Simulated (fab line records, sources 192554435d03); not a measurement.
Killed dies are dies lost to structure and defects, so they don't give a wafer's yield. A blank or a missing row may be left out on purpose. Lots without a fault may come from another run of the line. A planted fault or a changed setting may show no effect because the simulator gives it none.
fab line records | flow n5_finfet
record lots=7 wafers=21
route steps=1938 shown BEOL_M8@1377 BEOL_M9@1419 BEOL_M11@1562 BEOL_M13@1705 BEOL_M14@1751 BEOL_M15@1801
start_h: hours from the record's first day to the start of the lot's first wafer shown | wait_h: hours since the lot's step before | " the same as in the row above | L1.1+2: a row that stands for several wafers | - no value, or no start given | * or withheld: withheld | < > ~ a bound
route shown NAME@n: a module of which the file shows steps, and the number in the route of the first | usual: mean/standard deviation of fault-free wafers | same: alike in all rows | chamber/n: place in a boat | sites: the reading at each site | _std_site: their standard deviation | _edge_site: outer sites' mean less inner sites' | radius_mm: how far each site lies from the wafer's centre | mask NAME#n: copy n | behind: the tool/chamber that last shaped the wafer | hold: why the lot was held/for how many hours/how that ended | device: the transistor (n, p or np) that didn't switch | end of line: the same wafers' tests at the end of the route | a step without rows: its recipe alone | killed: dies lost to structure and defects at the first sort, not the wafer's yield | map: a wafer's dies, x killed, . not, _ none there
set.NAME: the setting as run; set.NAME@STEP: as run at that earlier step | model.NAME: the simulator's own value behind a step, which no gauge read
lots whose settings were changed on purpose; a table a step, a row a wafer
## steps
# step N5_BEOL_M8_TRENCH_ETCH_37
# recipe chemistry=C4F6/O2 target_depth_a=934.78 target=SiCOH_lowk time_s=31.2 ion_energy_ev=250 pressure_mtorr=30 source_w=345 bias_w=185 Ar_flow_sccm=300 C4F6_flow_sccm=10 O2_flow_sccm=10
# columns lot.wafer tool chamber start_h wait_h set.time_s model.BEOL_M8.feature_depth_nm model.etch.depth_nm
L083.1 rie_diel-01 3 - - 31.2 94.6 94.64
L083.2 " 1 " " 31.2 93.6 93.62
L083.5 " 2 " " 31.2 90.8 90.85
L082.2 rie_diel-04 2 - - 31.2 92.2 92.28
L082.3 " 0 " " 35.79 109 109.1
L082.4 " 3 " " 31.2 92.4 92.44
L085.1 rie_diel-03 3 - - 35.48 105.2 105.2
L085.2 " 2 " " 35.48 104.8 104.9
L085.4 " 0 " " 31.2 94.2 94.27
L089.3 rie_diel-01 0 - - 28.71 84.8 84.72
L089.4 " 1 " " 31.2 95.4 95.38
L089.5 " 0 " " 28.71 84.4 84.35
L092.3 rie_diel-03 2 - - 25.93 77 77.01
L092.4 " 1 " " 31.2 94.2 94.14
L092.6 " 3 " " 31.2 91.4 91.45
L094.3 rie_diel-03 3 - - 33.44 99 99.05
L094.4 " 2 " " 33.44 98.6 98.5
L094.5 " 3 " " 31.2 92.2 92.28
L093.1 rie_diel-01 1 - - 31.2 95.2 95.15
L093.2 " 0 " " 31.2 93.2 93.12
L093.4 " 2 " " 31.2 94.6 94.51
# step N5_BEOL_M8_ETCH_41
# recipe chemistry=CH3F/O2 target=SiCN target_depth_a=319 taper_deg=2 time_s=57.8 ion_energy_ev=120 mask_material=TiN pressure_mtorr=30 source_w=395 bias_w=75 Ar_flow_sccm=150 CH3F_flow_sccm=30 O2_flow_sccm=20
# step N5_BEOL_M8_STRIP_80
# recipe chemistry=N2/H2 time_s=10 power_w=450 temp_c=40 pressure_mtorr=20 rf_frequency_hz=6e+07 bias_power_w=7 n2_flow_sccm=200 h2_flow_sccm=200
# step N5_BEOL_M8_OCD_MEAS_38
# usual trench_depth_nm=93.5/1.4
# columns lot.wafer tool chamber start_h wait_h set.time_s@BEOL_M8_TRENCH_ETCH_37 trench_depth_nm
L083.1 ocd-01 - 271.31 - 31.2 94.1
L083.2 " - " " 31.2 93.9
L083.5 " - " " 31.2 91.3
L082.2 ocd-02 - 274.03 - 31.2 92.8
L082.3 " - " " 35.79 108.8
L082.4 " - " " 31.2 92.6
L085.1 ocd-02 - 296.96 - 35.48 105.2
L085.2 " - " " 35.48 104.1
L085.4 " - " " 31.2 94.0
L089.3 ocd-02 - 302.53 - 28.71 84.9
L089.4 " - " " 31.2 95.7
L089.5 " - " " 28.71 84.4
L092.3 ocd-01 - 325.04 - 25.93 77.5
L092.4 " - " " 31.2 93.6
L092.6 " - " " 31.2 91.2
L094.3 ocd-02 - 338.97 - 33.44 99.0
L094.4 " - " " 33.44 98.8
L094.5 " - " " 31.2 92.0
L093.1 ocd-01 - 347.50 - 31.2 95.2
L093.2 " - " " 31.2 92.8
L093.4 " - " " 31.2 94.6
# step N5_BEOL_M8_HM_STRIP_39
# recipe chemistry=peroxide_tin_strip material=TiN target_depth_a=250 temp_c=50 time_s=158
# step N5_BEOL_M8_SRD_40
# recipe time_s=30 temp_c=23 rinse_liquid=diw dry=ipa_marangoni
# step N5_BEOL_M8_ECD_50
# recipe material=Cu target_thk_a=3000
# step N5_BEOL_M8_ANNEAL_51
# recipe temp_c=225 time_s=90 ambient=N2
# step N5_BEOL_M8_CMP_52
# recipe stop_on=SiCOH_lowk t_overpolish_s=6.9 down_force_psi=1 platen_rpm=50 clearing_platen_down_force_psi=1.5 clearing_platen_rpm=50 post_cmp_clean=cu_alkaline target_thk_nm=80 clearing_platen_pad_velocity_m_s=0.99484 pad_velocity_m_s=0.99484
# columns lot.wafer tool chamber start_h wait_h set.time_s@BEOL_M8_TRENCH_ETCH_37 model.Cu_of_BEOL_M8_ECD_50.thk_nm
L083.1 cmp-03 3 274.67 0.3 31.2 80
L083.2 " 0 " " 31.2 79.4
L083.5 " 2 " " 31.2 77.6
L082.3 cmp-02 1 277.95 0.2 35.79 96
L082.4 " 2 " " 31.2 78.4
L082.2 " 3 " " 31.2 78.6
L085.1 cmp-04 1 300.85 0.3 35.48 92
L085.4 " 2 " " 31.2 82
L085.2 " 3 " " 35.48 90.6
L089.4 cmp-03 0 305.37 0.2 31.2 82
L089.3 " 1 " " 28.71 70.8
L089.5 " 3 " " 28.71 70.6
L092.3 cmp-02 0 328.49 0.2 25.93 62.8
L092.4 " 1 " " 31.2 79.8
L092.6 " 3 " " 31.2 78.2
L094.3 cmp-03 0 340.88 0.2 33.44 85.8
L094.4 " 1 " " 33.44 84.6
L094.5 " 0 " " 31.2 78.8
L093.4 cmp-04 2 351.35 0.5 31.2 81
L093.1 " 3 " " 31.2 80
L093.2 " 0 " " 31.2 79.4
# step N5_BEOL_M8_THK_MEAS_53
# recipe thk_meas_gauge=xrf reads=Cu_of_BEOL_M8_ECD_50
# usual M8_THK=80.5/1.9
# columns lot.wafer tool chamber start_h wait_h set.time_s@BEOL_M8_TRENCH_ETCH_37 M8_THK[nm]
L083.1 film_metro-02 - 274.89 - 31.2 81.2
L083.2 " - " " 31.2 79.9
L083.5 " - " " 31.2 78.3
L082.2 film_metro-01 - 278.21 - 31.2 79.8
L082.3 " - " " 35.79 97.5
L082.4 " - " " 31.2 79.6
L085.1 film_metro-02 - 301.14 - 35.48 92.8
L085.2 " - " " 35.48 91.7
L085.4 " - " " 31.2 82.7
L089.3 film_metro-01 - 305.59 - 28.71 71.5
L089.4 " - " " 31.2 82.8
L089.5 " - " " 28.71 71.8
L092.3 film_metro-02 - 328.71 - 25.93 63.0
L092.4 " - " " 31.2 79.4
L092.6 " - " " 31.2 78.1
L094.3 film_metro-02 - 341.18 - 33.44 86.3
L094.4 " - " " 33.44 85.0
L094.5 " - " " 31.2 79.7
L093.1 film_metro-02 - 351.64 - 31.2 81.0
L093.2 " - " " 31.2 80.3
L093.4 " - " " 31.2 81.7
# step N5_BEOL_M8_PRE_CLEAN_55
# recipe gas=NH3 time_s=15 temp_c=withheld rf_power_w=300
# step N5_BEOL_M8_DEP_56
# recipe material=SiCN target_thk_a=100 temp_c=withheld precursor=3MS/NH3 pressure_torr=3 rf_w=202 time_s=17.5
# step N5_BEOL_M8_RS_MEAS_57
# recipe thk_meas_gauge=four-point-probe reads=Cu_of_BEOL_M8_ECD_50+Co_of_BEOL_M8_CVD_78+TaN_of_BEOL_M8_ALD_77
# usual M8_RS=0.286/0.0072
# columns lot.wafer tool chamber start_h wait_h set.time_s@BEOL_M8_TRENCH_ETCH_37 M8_RS[ohm/sq]
L083.1 film_metro-02 - 275.02 0.1 31.2 0.285
L083.2 " - " " 31.2 0.288
L083.5 " - " " 31.2 0.296
L082.2 film_metro-02 - 278.34 0.1 31.2 0.291
L082.3 " - " " 35.79 0.231
L082.4 " - " " 31.2 0.293
L085.1 film_metro-01 - 301.27 0.1 35.48 0.244
L085.2 " - " " 35.48 0.247
L085.4 " - " " 31.2 0.278
L089.3 film_metro-02 - 305.72 0.1 28.71 0.331
L089.4 " - " " 31.2 0.278
L089.5 " - " " 28.71 0.331
L092.3 film_metro-01 - 328.84 0.1 25.93 0.380
L092.4 " - " " 31.2 0.287
L092.6 " - " " 31.2 0.295
L094.3 film_metro-01 - 341.31 0.1 33.44 0.263
L094.4 " - " " 33.44 0.268
L094.5 " - " " 31.2 0.290
L093.1 film_metro-01 - 351.77 0.1 31.2 0.286
L093.2 " - " " 31.2 0.289
L093.4 " - " " 31.2 0.282
# step N5_BEOL_M9_ETCH_62
# recipe chemistry=N2/H2 target=SOC target_depth_a=1100 overetch_a=220 mask_material=SiARC temp_c=40 time_s=165 ion_energy_ev=200 pressure_mtorr=30 source_w=840 bias_w=150 n2_flow_sccm=200 h2_flow_sccm=200
# columns lot.wafer tool chamber start_h wait_h set.time_s model.SiARC_of_BEOL_M9_COAT_60.thk_nm
L083.1+5 rie_diel-05 0,2 278.16 0.0 135.7 24.6
L083.2 " 1 " " 165 23.4
L082.2 rie_diel-02 1 280.66 0.0 165 23.4
L082.3+4 " 3,2 " " 165 23.6
L085.1 rie_diel-06 0 303.31 0.0 154.9 24
L085.2 " 1 " " 165 23.2
L085.4 " 3 " " 165 23.4
L089.3+5 rie_diel-06 2 307.79 0.0 165 23.6
L089.4 " 1 " " 165 23.4
L092.3 rie_diel-05 1 331.40 0.0 165 23.6
L092.4 " 2 " " 165 23.8
L092.6 " 0 " " 142.3 24.6
L094.3 rie_diel-06 0 343.97 0.0 184.2 22.8
L094.4 " 1 " " 165 23.2
L094.5 " 2 " " 165 23.4
L093.1 rie_diel-05 3 354.62 0.0 165 23.4
L093.2+4 " 1 " " 165 23.6
# step N5_BEOL_M9_COAT_22
# recipe resist=CAR-EUV spin_rpm=1500 resist_thk_nm=30
# columns lot.wafer tool chamber start_h wait_h set.spin_rpm model.CAR-EUV_of_BEOL_M9_COAT_22.thk_nm
L083.1+5 litho_track-04 0 - - 1584 29.2
L083.2 " 0 " " 1500 30
L082.2+3 litho_track-02 0 - - 1500 30
L082.4 " 0 " " 1500 30.2
L085.1+2 litho_track-02 0 - - 1420 31
L085.4 " 0 " " 1500 30
L089.3+4 litho_track-04 0 - - 1500 30
L089.5 " 0 " " 1500 30.2
L092.3+6 litho_track-02 0 - - 1340 31.8
L092.4 " 0 " " 1500 30.2
L094.3 litho_track-05 0 - - 1457 30.2
L094.4 " 0 " " 1500 30
L094.5 " 0 " " 1457 30.4
L093.1+2+4 litho_track-04 0 - - 1500 30
# step N5_BEOL_M9_EBR_24
# recipe solvent=PGMEA ebr_width_mm=1.5
# step N5_BEOL_M9_SOFTBAKE_23
# recipe temp_c=110 time_s=60 resist=CAR-EUV
# step N5_BEOL_M9_EXPOSE_25
# recipe mask_id=V8 na=0.33 source_shape=annular sigma_inner=0.4 sigma_outer=0.8 polarization=unpolarized dose_mj=37.25
# step N5_BEOL_M9_PEB_26
# recipe peb_temp_c=100 peb_time_s=60 resist=CAR-EUV
# step N5_BEOL_M9_DEVELOP_27
# recipe develop_time_s=30 developer=TMAH resist=CAR-EUV rinse_liquid=surfactant_rinse dry=air_spin dev_temp_c=23
# columns lot.wafer tool chamber start_h wait_h set.spin_rpm@BEOL_M9_COAT_22 model.CAR-EUV_of_BEOL_M9_COAT_22.thk_nm
L083.1+5 litho_track-05 0 - - 1584 28.8
L083.2 " 0 " " 1500 29.6
L082.2+3+4 litho_track-04 0 - - 1500 29.6
L085.1+2 litho_track-04 0 - - 1420 30.4
L085.4 " 0 " " 1500 29.6
L089.3+4+5 litho_track-02 0 - - 1500 29.6
L092.3+6 litho_track-02 0 - - 1340 31.4
L092.4 " 0 " " 1500 29.6
L094.3+5 litho_track-02 0 - - 1457 29.8
L094.4 " 0 " " 1500 29.6
L093.1+2+4 litho_track-02 0 - - 1500 29.6
# step N5_BEOL_M11_COAT_22
# recipe resist=CAR-ArF spin_rpm=1500 resist_thk_nm=90
# columns lot.wafer tool chamber start_h wait_h set.spin_rpm model.CAR-ArF_of_BEOL_M11_COAT_22.thk_nm
L083.1+5 litho_track-02 0 - - 1584 87.2
L083.2 " 0 " " 1500 89.6
L082.2 litho_track-05 0 - - 1340 95
L082.3 " 0 " " 1500 90
L082.4 " 0 " " 1500 89.8
L085.1 litho_track-02 0 - - 1500 90
L085.2 " 0 " " 1381 94
L085.4 " 0 " " 1381 93.8
L089.3+5 litho_track-02 0 - - 1500 89.6
L089.4 " 0 " " 1500 89.4
L092.3 litho_track-05 0 - - 1500 90
L092.4 " 0 " " 1367 94.4
L092.6 " 0 " " 1367 94.2
L094.3+4 litho_track-01 0 - - 1390 93.8
L094.5 " 0 " " 1500 90
L093.1+4 litho_track-02 0 - - 1500 90
L093.2 " 0 " " 1500 90.2
# step N5_BEOL_M11_EBR_24
# recipe solvent=PGMEA ebr_width_mm=1.5
# step N5_BEOL_M11_SOFTBAKE_23
# recipe temp_c=110 time_s=60 resist=CAR-ArF
# step N5_BEOL_M11_EXPOSE_25
# recipe mask_id=V10 na=1.35 source_shape=annular sigma_inner=0.5 sigma_outer=0.8 polarization=unpolarized dose_mj=85.5
# step N5_BEOL_M11_PEB_26
# recipe peb_temp_c=withheld peb_time_s=60 resist=CAR-ArF
# step N5_BEOL_M11_DEVELOP_27
# recipe develop_time_s=30 developer=TMAH resist=CAR-ArF rinse_liquid=diw dry=air_spin dev_temp_c=23
# columns lot.wafer tool chamber start_h wait_h set.spin_rpm@BEOL_M11_COAT_22 model.CAR-ArF_of_BEOL_M11_COAT_22.thk_nm
L083.1 litho_track-02 0 - - 1584 85.4
L083.2 " 0 " " 1500 88
L083.5 " 0 " " 1584 85.6
L082.2 litho_track-02 0 - - 1340 93.4
L082.3 " 0 " " 1500 88.2
L082.4 " 0 " " 1500 88
L085.1 litho_track-02 0 - - 1500 88.2
L085.2+4 " 0 " " 1381 92.2
L089.3 litho_track-02 0 - - 1500 87.8
L089.4 " 0 " " 1500 87.6
L089.5 " 0 " " 1500 88
L092.3 litho_track-02 0 - - 1500 88.2
L092.4 " 0 " " 1367 92.8
L092.6 " 0 " " 1367 92.6
L094.3+4 litho_track-05 0 - - 1390 92
L094.5 " 0 " " 1500 88.2
L093.1 litho_track-02 0 - - 1500 88.2
L093.2 " 0 " " 1500 88.6
L093.4 " 0 " " 1500 88.4
# step N5_BEOL_M11_DESCUM_33
# recipe chemistry=O2 time_s=7.9 source_power_w=50 bias_power_w=20 pressure_mtorr=20 rf_frequency_hz=2.712e+07 temp_c=40 resist=CAR-ArF o2_flow_sccm=225
# step N5_BEOL_M11_ETCH_65
# recipe chemistry=CF4 target=SiARC target_depth_a=390 mask_material=CAR-ArF time_s=65 ion_energy_ev=80 pressure_mtorr=40 source_w=545 bias_w=36 Ar_flow_sccm=100 cf4_flow_sccm=100 ends=cleared
# columns lot.wafer tool chamber start_h wait_h set.spin_rpm@BEOL_M11_COAT_22 model.CAR-ArF_of_BEOL_M11_COAT_22.thk_nm
L083.1+5 rie_diel-06 0 297.22 0.0 1584 52.8
L083.2 " 1 " " 1500 55.2
L082.2 rie_diel-02 0 297.27 0.0 1340 60.6
L082.3 " 1 " " 1500 55.4
L082.4 " 3 " " 1500 55.2
L085.1 rie_diel-05 3 323.30 0.0 1500 55.4
L085.2 " 1 " " 1381 59.4
L085.4 " 2 " " 1381 59.2
L089.3+5 rie_diel-05 2 328.13 0.0 1500 55
L089.4 " 0 " " 1500 54.8
L092.3 rie_diel-02 1 350.59 0.0 1500 55.4
L092.4 " 0 " " 1367 59.8
L092.6 " 0 " " 1367 59.6
L094.3+4 rie_diel-02 3 359.55 0.0 1390 59.2
L094.5 " 0 " " 1500 55.2
L093.1 rie_diel-05 0 371.52 0.0 1500 55.2
L093.2 " 1 " " 1500 55.6
L093.4 " 2 " " 1500 55.4
# step N5_BEOL_M11_ETCH_66
# recipe chemistry=N2/H2 target=SOC target_depth_a=1200 overetch_a=240 mask_material=SiARC temp_c=40 time_s=180 ion_energy_ev=200 pressure_mtorr=30 source_w=840 bias_w=150 n2_flow_sccm=200 h2_flow_sccm=200
# columns lot.wafer tool chamber start_h wait_h set.time_s model.SiARC_of_BEOL_M11_COAT_64.thk_nm
L083.1 rie_diel-06 0 297.27 0.0 197 22.2
L083.2+5 " 1,0 " " 197 22
L082.2 rie_diel-02 0 297.32 0.0 180 22.6
L082.3 " 1 " " 153.3 23.8
L082.4 " 3 " " 180 22.8
L085.1 rie_diel-05 3 323.35 0.0 156.4 23.8
L085.2+4 " 1,2 " " 180 22.8
L089.3+5 rie_diel-05 2 328.18 0.0 191.7 22.4
L089.4 " 0 " " 191.7 22.2
L092.3+6 rie_diel-02 1,0 350.64 0.0 180 22.8
L092.4 " 0 " " 180 22.6
L094.3+4 rie_diel-02 3 359.60 0.0 180 23
L094.5 " 0 " " 180 22.8
L093.1+2 rie_diel-05 0,1 371.57 0.0 180 22.8
L093.4 " 2 " " 180 22.4
# step N5_BEOL_M13_SPUTTER_43
# recipe material=TaN target_thk_a=150 temp_c=50 bias_v=168.6 power_w=15000 chamber_pressure_pa=0.12 time_s=24.19
# columns lot.wafer tool chamber start_h wait_h set.time_s model.TaN_of_BEOL_M13_SPUTTER_43.thk_nm
L083.1+5 pvd_sputter-03 - 313.22 0.0 22.14 13.6
L083.2 " - " " 22.14 13.8
L082.2 pvd_sputter-03 - 315.80 0.0 24.19 15.2
L082.3+4 " - " " 24.19 15
L085.1+4 pvd_sputter-02 - 339.85 0.0 24.19 15
L085.2 " - " " 24.19 14.8
L089.3+4+5 pvd_sputter-03 - 340.93 0.0 24.19 15.2
L092.3+4+6 pvd_sputter-03 - 371.46 0.0 24.19 15.2
L094.3+4 pvd_sputter-03 - 374.04 0.0 24.19 15
L094.5 " - " " 24.19 15.2
L093.1 pvd_sputter-03 - 398.01 0.0 24.19 15
L093.2 " - " " 24.19 14.8
L093.4 " - " " 24.19 15.2
# step N5_BEOL_M14_ETCH_68
# recipe chemistry=N2/H2 target=SOC mask_material=SiARC source_w=3000 bias_w=350 temp_c=40 time_s=450 ion_energy_ev=200 pressure_mtorr=30 n2_flow_sccm=200 h2_flow_sccm=200
# columns lot.wafer tool chamber start_h wait_h set.time_s model.SiARC_of_BEOL_M14_COAT_66.thk_nm
L083.1 rie_diel-01 0 316.84 0.1 388.4 72.4
L083.2 " 2 " " 388.4 70.8
L083.5 " 3 " " 450 65.4
L082.2+4 rie_diel-04 2,3 318.93 0.1 511.5 59.4
L082.3 " 1 " " 450 65.4
L085.1 rie_diel-04 2 342.71 0.1 408.7 69.6
L085.2 " 0 " " 450 64.8
L085.4 " 1 " " 450 64.4
L089.3 rie_diel-04 2 343.86 0.1 541.6 57.4
L089.4 " 3 " " 541.6 57
L089.5 " 3 " " 450 66
L092.3 rie_diel-01 3 375.01 0.1 397.3 70
L092.4 " 0 " " 397.3 71
L092.6 " 0 " " 450 66
L094.3 rie_diel-01 2 377.28 0.1 351.9 74.8
L094.4 " 0 " " 351.9 75.8
L094.5 " 0 " " 450 66.6
L093.1 rie_diel-03 0 401.06 0.1 450 66
L093.2 " 1 " " 450 66.2
L093.4 " 2 " " 450 66.8
# step N5_BEOL_M15_PEB_26
# recipe peb_temp_c=130 peb_time_s=90
# columns lot.wafer tool chamber start_h wait_h set.peb_time_s
L083.1+5 litho_track-03 0 325.74 0.1 103.3
L083.2 " 0 " " 90
L082.2 litho_track-03 0 326.35 0.0 90
L082.3+4 " 0 " " 77.97
L085.1+2+4 litho_track-01 0 347.20 0.1 90
L089.3+5 litho_track-03 0 348.40 0.0 73.35
L089.4 " 0 " " 90
L092.3 litho_track-04 0 379.36 0.0 90
L092.4+6 " 0 " " 80.09
L094.3 litho_track-04 0 388.27 0.0 90
L094.4+5 " 0 " " 105.6
L093.1+2+4 litho_track-04 0 406.64 0.1 90
## key
split step=N5_BEOL_M8_TRENCH_ETCH_37 setting=time_s stated=31.2 by=wafer
response step=N5_BEOL_M8_TRENCH_ETCH_37 reading=model.BEOL_M8.feature_depth_nm change=+0.987 per=1% r=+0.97
response step=N5_BEOL_M8_TRENCH_ETCH_37 reading=model.etch.depth_nm change=+0.985 per=1% r=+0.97
response step=N5_BEOL_M8_OCD_MEAS_38 reading=trench_depth_nm change=+0.959 per=1% r=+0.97
response step=N5_BEOL_M8_CMP_52 reading=model.Cu_of_BEOL_M8_ECD_50.thk_nm change=+0.987 per=1% r=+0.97
response step=N5_BEOL_M8_THK_MEAS_53 reading=M8_THK change=+0.983 per=1% r=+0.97
response step=N5_BEOL_M8_RS_MEAS_57 reading=M8_RS change=-0.00429 per=1% r=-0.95
split step=N5_BEOL_M9_ETCH_62 setting=time_s stated=165 by=wafer
response step=N5_BEOL_M9_ETCH_62 reading=model.SiARC_of_BEOL_M9_COAT_60.thk_nm change=-0.0646 per=1% r=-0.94
split step=N5_BEOL_M9_COAT_22 setting=spin_rpm stated=1500 by=wafer
response step=N5_BEOL_M9_COAT_22 reading=model.CAR-EUV_of_BEOL_M9_COAT_22.thk_nm change=-0.153 per=1% r=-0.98
response step=N5_BEOL_M9_DEVELOP_27 reading=model.CAR-EUV_of_BEOL_M9_COAT_22.thk_nm change=-0.157 per=1% r=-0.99
split step=N5_BEOL_M11_COAT_22 setting=spin_rpm stated=1500 by=wafer
response step=N5_BEOL_M11_COAT_22 reading=model.CAR-ArF_of_BEOL_M11_COAT_22.thk_nm change=-0.484 per=1% r=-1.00
response step=N5_BEOL_M11_DEVELOP_27 reading=model.CAR-ArF_of_BEOL_M11_COAT_22.thk_nm change=-0.499 per=1% r=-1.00
response step=N5_BEOL_M11_ETCH_65 reading=model.CAR-ArF_of_BEOL_M11_COAT_22.thk_nm change=-0.495 per=1% r=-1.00
split step=N5_BEOL_M11_ETCH_66 setting=time_s stated=180 by=wafer
response step=N5_BEOL_M11_ETCH_66 reading=model.SiARC_of_BEOL_M11_COAT_64.thk_nm change=-0.0751 per=1% r=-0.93
split step=N5_BEOL_M13_SPUTTER_43 setting=time_s stated=24.19 by=lot
response step=N5_BEOL_M13_SPUTTER_43 reading=model.TaN_of_BEOL_M13_SPUTTER_43.thk_nm change=+0.167 per=1% r=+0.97
split step=N5_BEOL_M14_ETCH_68 setting=time_s stated=450 by=wafer
response step=N5_BEOL_M14_ETCH_68 reading=model.SiARC_of_BEOL_M14_COAT_66.thk_nm change=-0.427 per=1% r=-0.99
split step=N5_BEOL_M15_PEB_26 setting=peb_time_s stated=90 by=wafer
response none in this file
